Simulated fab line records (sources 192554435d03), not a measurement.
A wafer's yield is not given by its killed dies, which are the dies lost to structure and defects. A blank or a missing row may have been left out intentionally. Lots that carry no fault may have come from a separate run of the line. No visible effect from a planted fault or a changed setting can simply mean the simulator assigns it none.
Problem report in the 8D (eight disciplines) form, filled by code | flow n5-finfet | the parts of the form that need people (team, actions taken, sign-off) are left out

1. THE PROBLEM
Mean of rf-fwd-power-W at N5_BEOL_M0_SAQP_ETCH_88: 1021.3 W across 2 wafers in 2 lots; on wafers with no fault it is 819.2 W (standard deviation 2.3). That is +88 standard deviations from the usual mean.
The step: etches underlayer in N2/H2, target depth 6.5 nm, time 5.2 s.
First observed at day 10 10:34: wafer L857.1, on rie-diel-05. Wafers with a number at this step in the record: 24, from 8 lots. By rule, "out" or "out of limits" means more than 4 standard deviations away from the usual mean. The other wafers with a number count as sound.

2. WHAT IT IS; WHAT IT IS NOT
question                    | is                                          | is not
which readings at this step | rf-fwd-power-W, etch-rf-on-time-s, rf-vpp-V | chamber-pressure-mTorr, drypump-motor-current-A, oes-product-au, showerhead-plenum-p-Torr, throttle-valve-pct
which lots                  | L857, L858                                  | L839, L845, L850, L854, L860, L862
which wafers of those lots  | L857.1, L858.2                              | L857.4, L857.6, L858.1, L858.4
read on which tools         | rie-diel-05                                 | rie-diel-02, rie-diel-04
when                        | from day 10 10:34                           | up to then (14 sound wafers); but 8 sound wafers of L858, L860, L862 came after

3. WHAT RULES OUT EACH SUSPECT
Counting: if a tool at a process step up to the reading ran every lot that is out, it stays a suspect. Sound lots after the first of them don't rule it out here, since some wafers of a struck lot are sound.
- rie-si-05 at N5_BEOL_M0_SAQP_MANDREL_ETCH_103 (etches a-Si in HBr/Cl2, stops on SiCN, target depth 45 nm, bt time 10 s, time 27 s): kept. It ran every lot that is out, first L857 (day 10 08:31).
- rie-diel-05 at N5_BEOL_M0_SAQP_DESCUM_45 (chemistry O2, time 7 s): kept. Every lot that is out went through it, the first being L857 (day 10 10:32); the last sound lot it ran before that was L854 (day 9 11:41).
- rie-diel-05 at N5_BEOL_M0_SAQP_ETCH_88 (etches underlayer in N2/H2, target depth 6.5 nm, time 5.2 s): kept. Every lot that is out went through it, the first being L857 (day 10 10:34); the last sound lot it ran before that was L854 (day 9 11:43). Its own readings are out on those wafers: etch-rf-on-time-s, rf-fwd-power-W, rf-vpp-V.
- Within rie-diel-05 at N5_BEOL_M0_SAQP_DESCUM_45: the wafers that are out ran in chamber 2; their sound lot-mates ran in chambers 1, 3.
- Within rie-diel-05 at N5_BEOL_M0_SAQP_ETCH_88: the wafers that are out ran in chamber 2; their sound lot-mates ran in chambers 1, 3.
rie-si-05 at N5_BEOL_M0_SAQP_MANDREL_ETCH_103, rie-diel-05 at N5_BEOL_M0_SAQP_DESCUM_45 and rie-diel-05 at N5_BEOL_M0_SAQP_ETCH_88 are what is left after counting.

4. THE CAUSE (what the simulator had put in)
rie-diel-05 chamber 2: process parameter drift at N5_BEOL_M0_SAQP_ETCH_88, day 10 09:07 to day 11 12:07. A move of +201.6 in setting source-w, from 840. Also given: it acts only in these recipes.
Counting left 3 suspects, and this tool is among them.

5. THE EFFECT CHAIN, in route order
Each row: a reading whose mean over the struck wafers that have a number lies more than 3 standard deviations from the usual. Only readings whose record carries a usual standard deviation are examined. hours: median over the lots of the time between each lot's start at the first step of this table that gives one and its start at this step. sigmas: the change, counted in usual standard deviations.
hours | step                    | reading           | usual   | on struck wafers | change | sigmas
0     | N5_BEOL_M0_SAQP_ETCH_88 | etch-rf-on-time-s | 5.19 s  | 4.34             | -0.85  | -7.0
0     | N5_BEOL_M0_SAQP_ETCH_88 | rf-fwd-power-W    | 819.2 W | 1021.3           | +202.1 | +88
0     | N5_BEOL_M0_SAQP_ETCH_88 | rf-vpp-V          | 524 V   | 486              | -38    | -11
Its process steps:
- N5_BEOL_M0_SAQP_ETCH_88: etches underlayer in N2/H2, target depth 6.5 nm, time 5.2 s.
Later measuring or inspecting steps at which every struck wafer that the step has a row for has a number for every such reading, and none has moved that far: N5_BEOL_M4_RC_MEAS_101.

6. WHAT WOULD HAVE CAUGHT IT SOONER
In this record the first reading out of limits was taken at day 10 10:34, 1 hour after the fault began at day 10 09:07.
